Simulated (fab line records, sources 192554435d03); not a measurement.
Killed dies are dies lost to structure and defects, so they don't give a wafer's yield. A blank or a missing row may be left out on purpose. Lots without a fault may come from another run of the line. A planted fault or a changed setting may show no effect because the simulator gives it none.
fab line records | flow n5_finfet
record lots=7 wafers=39
route steps=1938 shown DUMMY_GATE@228 HKMG_FIN@438 MOL_CONTACT_COAG@581
start_h: hours from the record's first day to the start of the lot's first wafer shown | wait_h: hours since the lot's step before | " the same as in the row above | L1.1+2: a row that stands for several wafers | - no value, or no start given | * or withheld: withheld | < > ~ a bound
route shown NAME@n: a module of which the file shows steps, and the number in the route of the first | usual: mean/standard deviation of fault-free wafers | same: alike in all rows | chamber/n: place in a boat | sites: the reading at each site | _std_site: their standard deviation | _edge_site: outer sites' mean less inner sites' | radius_mm: how far each site lies from the wafer's centre | mask NAME#n: copy n | behind: the tool/chamber that last shaped the wafer | hold: why the lot was held/for how many hours/how that ended | device: the transistor (n, p or np) that didn't switch | end of line: the same wafers' tests at the end of the route | a step without rows: its recipe alone | killed: dies lost to structure and defects at the first sort, not the wafer's yield | map: a wafer's dies, x killed, . not, _ none there
set.NAME: the setting as run; set.NAME@STEP: as run at that earlier step | model.NAME: the simulator's own value behind a step, which no gauge read
lots whose settings were changed on purpose; a table a step, a row a wafer
## steps
# step N5_DUMMY_GATE_EXPOSE_12
# recipe mask_id=GATE na=0.33 source_shape=annular sigma_inner=0.2 sigma_outer=0.6 polarization=unpolarized target_cd_nm=25 dose_mj=34
# columns lot.wafer tool chamber start_h wait_h mask set.dose_mj
L076.1+2+3+4+5+6 euv_scanner-01 0 59.76 - GATE#0 34
L077.1+2+6 euv_scanner-01 0 65.93 - GATE#0 34
L077.3+4+5 " 0 " " GATE#0 35.82
L079.1+3+4 euv_scanner-01 0 75.05 - GATE#0 34
L079.2+5+6 " 0 " " GATE#0 35.5
L089.1+2+3+4+5+6 euv_scanner-01 0 135.11 - GATE#0 34
L090.1+3+5 euv_scanner-02 0 143.20 - GATE#0 32.3
L090.2+4+6 " 0 " " GATE#0 34
L091.3+4+5 euv_scanner-01 0 149.09 - GATE#0 34
L095.1+3+5 euv_scanner-01 0 170.47 - GATE#0 34.97
L095.2+4+6 " 0 " " GATE#0 34
# step N5_DUMMY_GATE_PEB_13
# recipe peb_temp_c=100 peb_time_s=60 resist=CAR-EUV
# step N5_DUMMY_GATE_DEVELOP_14
# recipe develop_time_s=30 developer=TMAH resist=CAR-EUV rinse_liquid=surfactant_rinse dry=air_spin dev_temp_c=23
# step N5_DUMMY_GATE_CD_MEAS_15
# recipe target_cd_nm=25.8 landing_energy_ev=500 detector=se_inlens
# usual cd_nm=25.07/0.24
# columns lot.wafer tool chamber start_h wait_h set.dose_mj@DUMMY_GATE_EXPOSE_12 cd_nm
L076.1 cd_sem-03 0 59.88 - 34 24.78
L076.2 " 0 " " 34 24.91
L076.3 " 0 " " 34 25.27
L076.4 " 0 " " 34 25.40
L076.5 " 0 " " 34 24.84
L076.6 " 0 " " 34 25.32
L077.1 cd_sem-03 0 66.06 - 34 24.57
L077.2 " 0 " " 34 24.95
L077.3 " 0 " " 35.82 23.75
L077.4 " 0 " " 35.82 23.89
L077.5 " 0 " " 35.82 23.97
L077.6 " 0 " " 34 25.22
L079.1 cd_sem-01 0 75.18 - 34 25.02
L079.2 " 0 " " 35.5 24.35
L079.3 " 0 " " 34 25.34
L079.4 " 0 " " 34 25.33
L079.5 " 0 " " 35.5 24.40
L079.6 " 0 " " 35.5 24.32
L089.1 cd_sem-01 0 135.23 - 34 25.51
L089.2 " 0 " " 34 25.00
L089.3 " 0 " " 34 25.42
L089.4 " 0 " " 34 25.15
L089.5 " 0 " " 34 25.28
L089.6 " 0 " " 34 24.99
L090.1 cd_sem-01 0 143.33 - 32.3 26.28
L090.2 " 0 " " 34 24.90
L090.3 " 0 " " 32.3 25.86
L090.4 " 0 " " 34 25.07
L090.5 " 0 " " 32.3 26.10
L090.6 " 0 " " 34 25.14
L091.3 cd_sem-01 0 149.21 - 34 24.62
L091.4 " 0 " " 34 24.89
L091.5 " 0 " " 34 25.31
L095.1 cd_sem-03 0 170.60 - 34.97 24.86
L095.2 " 0 " " 34 25.13
L095.3 " 0 " " 34.97 24.95
L095.4 " 0 " " 34 24.87
L095.5 " 0 " " 34.97 24.65
L095.6 " 0 " " 34 25.14
# step N5_HKMG_FIN_ETCH_35
# recipe chemistry=N2/H2 target=SOC target_depth_a=2158 ion_energy_ev=65 bias_w=5 source_w=3000 time_s=243.4 pressure_mtorr=30 n2_flow_sccm=200 h2_flow_sccm=200
# columns lot.wafer tool chamber start_h wait_h set.time_s model.SOC_of_HKMG_FIN_COAT_29.thk_nm model.etch.depth_nm model.HKMG_FIN.feature_depth_nm
L076.1 rie_diel-04 2 89.02 0.0 261 74.4 225.9 226
L076.2 " 1 " " 243.4 93.4 207.9 207.8
L076.3 " 3 " " 261 75.2 224.9 225
L076.4 " 1 " " 243.4 91.8 209 209
L076.5 " 2 " " 243.4 91.8 209.1 209.2
L076.6 " 3 " " 261 76 224.9 225
L077.1 rie_diel-01 2 94.11 0.0 243.4 88.4 212.9 213
L077.2 " 3 " " 243.4 78.2 222.3 222.4
L077.3 " 1 " " 243.4 90 210.7 210.6
L077.4 " 0 " " 243.4 95.6 205 205
L077.5 " 0 " " 243.4 95.6 204.2 204.2
L077.6 " 1 " " 243.4 91.2 208.8 208.8
L079.1 rie_diel-01 3 105.61 0.0 243.4 74.8 225.5 225.6
L079.2 " 0 " " 215.1 119.4 180.9 181
L079.3 " 2 " " 215.1 111.4 189.3 189.2
L079.4 " 1 " " 215.1 114.2 186.4 186.4
L079.5 " 3 " " 243.4 77.4 223 223
L079.6 " 0 " " 243.4 95.6 204.6 204.6
L089.1 rie_diel-04 3 165.36 0.0 243.4 89.6 210.3 210.2
L089.2 " 2 " " 243.4 86.8 212.4 212.4
L089.3 " 0 " " 243.4 75 224.2 224.2
L089.4 " 1 " " 287.5 48.8 250.5 250.6
L089.5 " 0 " " 287.5 37 262 262
L089.6 " 1 " " 287.5 49.8 249.8 249.8
L090.1 rie_diel-02 2 172.89 0.0 243.4 87.6 212.8 212.8
L090.2 " 1 " " 243.4 82.4 217.6 217.6
L090.3 " 3 " " 271.3 63.6 237 237
L090.4 " 0 " " 271.3 61 240.1 240
L090.5 " 3 " " 243.4 87.8 213 213
L090.6 " 0 " " 271.3 57.2 243.5 243.6
L091.3 rie_diel-02 3 178.11 0.0 243.4 89.8 211 211
L091.4 " 0 " " 243.4 84 215.9 216
L091.5 " 3 " " 243.4 91.6 208.6 208.6
L095.1 rie_diel-04 3 203.25 0.0 243.4 89.6 209.7 209.6
L095.2 " 1 " " 277.6 58.8 240.3 240.4
L095.3 " 0 " " 243.4 76.6 222.2 222.2
L095.4 " 2 " " 277.6 61.4 237.8 237.8
L095.5 " 2 " " 277.6 61.8 238.5 238.6
L095.6 " 1 " " 243.4 89.6 210.7 210.6
# step N5_MOL_CONTACT_COAG_ETCH_91
# recipe chemistry=N2/H2 target=SOC target_depth_a=600 overetch_a=210 mask_material=SiARC temp_c=40 time_s=101.2 ion_energy_ev=200 pressure_mtorr=30 source_w=840 bias_w=150 n2_flow_sccm=200 h2_flow_sccm=200
# usual rf_vpp_V=524.2/2
# columns lot.wafer tool chamber start_h wait_h set.source_w rf_vpp_V
L076.1 rie_diel-04 3 115.82 0.0 840 523.1
L076.2 " 1 " " 840 522.0
L076.3 " 0 " " 936.4 506.0
L076.4 " 2 " " 840 526.8
L076.5 " 0 " " 936.4 507.9
L076.6 " 1 " " 936.4 503.4
L077.1 rie_diel-01 0 119.74 0.0 840 520.0
L077.2 " 3 " " 966.3 500.0
L077.3 " 2 " " 840 525.9
L077.4 " 0 " " 840 520.1
L077.5 " 3 " " 966.3 502.2
L077.6 " 2 " " 966.3 501.6
L079.1 rie_diel-02 2 127.59 0.0 840 524.0
L079.2 " 0 " " 840 524.1
L079.3 " 3 " " 908.5 511.2
L079.4 " 1 " " 908.5 511.9
L079.5 " 1 " " 908.5 513.3
L079.6 " 2 " " 840 526.5
L089.1 rie_diel-01 1 190.13 0.0 840 525.5
L089.2 " 3 " " 840 523.9
L089.3 " 0 " " 840 521.2
L089.4 " 2 " " 840 524.4
L089.5 " 1 " " 840 526.0
L089.6 " 0 " " 840 519.1
L090.1 rie_diel-02 1 199.23 0.0 840 525.1
L090.2 " 3 " " 926.4 508.9
L090.3 " 2 " " 840 523.7
L090.4 " 1 " " 926.4 507.3
L090.5 " 3 " " 840 525.1
L090.6 " 2 " " 926.4 507.7
L091.3 rie_diel-01 0 202.74 0.0 840 520.2
L091.4 " 2 " " 840 526.3
L091.5 " 1 " " 840 525.2
L095.1 rie_diel-01 0 227.15 0.0 694.4 553.1
L095.2 " 3 " " 840 522.6
L095.3 " 1 " " 694.4 560.0
L095.4 " 2 " " 840 525.0
L095.5 " 2 " " 694.4 559.6
L095.6 " 1 " " 840 524.4
# step N5_MOL_CONTACT_COAG_ANNEAL_112
# recipe temp_c=400 time_s=1800 ambient=HPD2 pressure_atm=10
# usual wafer_temp_C_max=402.1/0.41
# columns lot.wafer tool chamber start_h wait_h set.temp_c wafer_temp_C_max
L076.1 hp_anneal-01 0 119.51 0.0 406.4 408.5
L076.2 " 0 " " 406.4 409.0
L076.3 " 0 " " 406.4 408.9
L076.4 " 0 " " 406.4 409.4
L076.5 " 0 " " 406.4 409.0
L076.6 " 0 " " 406.4 409.1
L077.1 hp_anneal-01 0 123.28 0.0 409.2 411.9
L077.2 " 0 " " 409.2 410.8
L077.3 " 0 " " 409.2 411.4
L077.4 " 0 " " 409.2 411.5
L077.5 " 0 " " 409.2 411.6
L077.6 " 0 " " 409.2 412.1
L079.1 hp_anneal-01 0 130.96 0.0 390.6 393.3
L079.2 " 0 " " 390.6 392.8
L079.3 " 0 " " 390.6 392.7
L079.4 " 0 " " 390.6 392.5
L079.5 " 0 " " 390.6 392.6
L079.6 " 0 " " 390.6 392.8
L089.1 hp_anneal-01 0 193.67 0.0 394.9 397.0
L089.2 " 0 " " 394.9 396.6
L089.3 " 0 " " 394.9 397.2
L089.4 " 0 " " 394.9 397.0
L089.5 " 0 " " 394.9 397.1
L089.6 " 0 " " 394.9 397.2
L090.1 hp_anneal-01 0 201.94 0.0 400 402.1
L090.2 " 0 " " 400 402.5
L090.3 " 0 " " 400 401.6
L090.4 " 0 " " 400 402.0
L090.5 " 0 " " 400 402.4
L090.6 " 0 " " 400 402.5
L091.3 hp_anneal-01 0 205.88 0.0 400 402.4
L091.4 " 0 " " 400 402.9
L091.5 " 0 " " 400 403.0
L095.1 hp_anneal-01 0 229.78 0.0 389 391.8
L095.2 " 0 " " 389 390.9
L095.3 " 0 " " 389 391.2
L095.4 " 0 " " 389 391.4
L095.5 " 0 " " 389 392.1
L095.6 " 0 " " 389 390.8
## key
split step=N5_DUMMY_GATE_EXPOSE_12 setting=dose_mj stated=34 by=wafer
response step=N5_DUMMY_GATE_CD_MEAS_15 reading=cd_nm change=-0.188 per=1% r=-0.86
split step=N5_HKMG_FIN_ETCH_35 setting=time_s stated=243.4 by=wafer
response step=N5_HKMG_FIN_ETCH_35 reading=model.SOC_of_HKMG_FIN_COAT_29.thk_nm change=-2.17 per=1% r=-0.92
response step=N5_HKMG_FIN_ETCH_35 reading=model.etch.depth_nm change=+2.17 per=1% r=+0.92
response step=N5_HKMG_FIN_ETCH_35 reading=model.HKMG_FIN.feature_depth_nm change=+2.17 per=1% r=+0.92
split step=N5_MOL_CONTACT_COAG_ETCH_91 setting=source_w stated=840 by=wafer
response step=N5_MOL_CONTACT_COAG_ETCH_91 reading=rf_vpp_V change=-1.66 per=1% r=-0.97
split step=N5_MOL_CONTACT_COAG_ANNEAL_112 setting=temp_c stated=400 by=lot
response step=N5_MOL_CONTACT_COAG_ANNEAL_112 reading=wafer_temp_C_max change=* per=1% r=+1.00
